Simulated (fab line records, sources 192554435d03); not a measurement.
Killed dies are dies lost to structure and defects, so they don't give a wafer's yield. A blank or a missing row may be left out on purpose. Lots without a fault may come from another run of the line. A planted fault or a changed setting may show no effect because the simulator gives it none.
Chamber matching | flow n5_finfet | N5_BEOL_M8_STRIP_19 on rie_diel-01: 4 sister chambers
The step strips in O2. 4 wafers are shown with their chamber, then 8 later ones without.

WAFERS WITH THEIR CHAMBER
wafer  | chamber | showerhead_plenum_p_Torr (Torr)
L077.6 | 1       | 2.07
L079.2 | 0       | 2.03
L079.3 | 2       | 2.08
L084.1 | 3       | 2.01

WAFERS WITHOUT THEIR CHAMBER
wafer  | showerhead_plenum_p_Torr (Torr)
L084.4 | 2.02
L084.5 | 2.07
L087.3 | 2.01
L087.4 | 2.02
L087.6 | 2.06
L089.1 | 2.02
L089.2 | 2.01
L089.4 | 2.06

WHICH CHAMBER EACH WENT THROUGH
wafer  | from the rows above     | in truth
L084.4 | can't be placed: 0 or 3 | 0
L084.5 | can't be placed: 1 or 2 | 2
L087.3 | 3                       | 3
L087.4 | can't be placed: 0 or 3 | 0
L087.6 | can't be placed: 1 or 2 | 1
L089.1 | can't be placed: 0 or 3 | 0
L089.2 | 3                       | 3
L089.4 | can't be placed: 1 or 2 | 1
Placed correctly: 2 of 8. Can't be placed from these rows: 6 (the true chamber is among the candidates in 6). Placed wrongly: 0.
How it was worked out, from the rows above alone: a wafer's distance from a chamber is the root of the sum, over the readings, of the square of ((its reading less the chamber's mean) divided by the reading's scatter). The wafer belongs to the nearest chamber; if the next one is less than 2 further off, it can't be placed. A chamber's mean is the mean of its shown wafers. The scatter: with one shown wafer a chamber, the root of the mean of the squares of how far each hidden wafer lies from its nearest shown one.
